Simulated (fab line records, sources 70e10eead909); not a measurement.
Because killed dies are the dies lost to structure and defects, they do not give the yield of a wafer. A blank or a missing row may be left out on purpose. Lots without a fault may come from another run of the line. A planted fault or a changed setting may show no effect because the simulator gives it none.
Chamber matching	flow nand harc	4 sister chambers for NHARC_A_WL_FILL_ALD_02 on ald metal-03
The step deposits TiN, target thk 2 nm, pulse time 3 s, ald cycles 100. 8 wafers are shown with their chamber, then 7 later ones without.

== EACH WAFER AND ITS CHAMBER ==
wafer	chamber	heater power w (W)	precursor pulse height rel
L081.4	2	1005	0.996
L084.2	0	991	0.987
L084.5	2	976	0.991
L085.1	3	974	1.008
L085.3	1	1106	1.001
L085.4	0	1041	0.977
L089.2	1	1086	0.997
L089.5	3	981	0.950

== WAFERS WITHOUT THEIR CHAMBER ==
wafer	heater power w (W)	precursor pulse height rel
L089.6	999	0.999
L092.2	1004	0.998
L092.4	991	1.002
L092.5	980	1.015
L094.1	981	0.980
L094.4	1004	0.993
L094.5	996	0.997

== WHICH CHAMBER EACH WENT THROUGH ==
wafer	from the rows above	in truth
L089.6	can't be placed: 2 or 0 or 3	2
L092.2	can't be placed: 2 or 0 or 3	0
L092.4	can't be placed: 2 or 3 or 0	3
L092.5	can't be placed: 2 or 3 or 0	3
L094.1	can't be placed: 3 or 2 or 0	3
L094.4	can't be placed: 2 or 0 or 3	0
L094.5	can't be placed: 2 or 0 or 3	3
Placed correctly: 0 of 7. These rows do not allow placing 7 (true chamber among the candidates in 7). Number placed wrongly: 0.
How it was worked out, from the rows above alone: a wafer's distance from a chamber is the root of the sum, over the readings, of the square of ((its reading less the chamber's mean) divided by the reading's scatter). If the next closest chamber is less than 2 further off than the closest, the wafer can't be placed; otherwise it belongs to the closest. Each chamber's mean is taken over the wafers shown for it. The scatter is the square root of a quotient: the sum, over the shown wafers, of each reading's squared deviation from its chamber's mean, divided by wafers minus chambers.
